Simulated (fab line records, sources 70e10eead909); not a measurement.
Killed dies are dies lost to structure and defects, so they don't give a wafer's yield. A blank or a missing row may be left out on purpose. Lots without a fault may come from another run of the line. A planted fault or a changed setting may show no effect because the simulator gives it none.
Chamber matching | flow nand_harc | NHARC_P_M1_ETCH_35 on rie_diel-12: 4 sister chambers
The step etches the open film in N2/H2, target depth 40 nm, overetch 12 nm, time 43.94 s. 8 wafers are shown with their chamber, then 7 later ones without.

WAFERS WITH THEIR CHAMBER
wafer  | chamber | showerhead_plenum_p_Torr (Torr) | drypump_motor_current_A (A)
L732.4 | 3       | 2.15                            | 5.9
L736.1 | 3       | 2.15                            | 5.9
L736.3 | 2       | 2.17                            | 5.8
L747.1 | 1       | 2.15                            | 5.5
L747.5 | 1       | 2.15                            | 5.5
L747.6 | 0       | 2.00                            | 5.5
L750.4 | 0       | 2.00                            | 5.6
L750.5 | 2       | 2.16                            | 5.7

WAFERS WITHOUT THEIR CHAMBER
wafer  | showerhead_plenum_p_Torr (Torr) | drypump_motor_current_A (A)
L750.6 | 2.15                            | 5.5
L749.2 | 2.14                            | 5.9
L749.3 | 2.15                            | 5.5
L749.4 | 2.16                            | 5.7
L753.1 | 2.00                            | 5.6
L753.2 | 2.16                            | 5.8
L753.3 | 2.14                            | 5.9

WHICH CHAMBER EACH WENT THROUGH
wafer  | from the rows above     | in truth
L750.6 | 1                       | 1
L749.2 | 3                       | 3
L749.3 | 1                       | 1
L749.4 | 2                       | 2
L753.1 | 0                       | 0
L753.2 | can't be placed: 2 or 3 | 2
L753.3 | 3                       | 3
Placed correctly: 6 of 7. Can't be placed from these rows: 1 (the true chamber is among the candidates in 1). Placed wrongly: 0.
How it was worked out, from the rows above alone: a wafer's distance from a chamber is the root of the sum, over the readings, of the square of ((its reading less the chamber's mean) divided by the reading's scatter). The wafer belongs to the nearest chamber; if the next one is less than 2 further off, it can't be placed. A chamber's mean is the mean of its shown wafers. The scatter: the root of (the sum of the squares of (reading less its chamber's mean) over the shown wafers, divided by (wafers less chambers)).
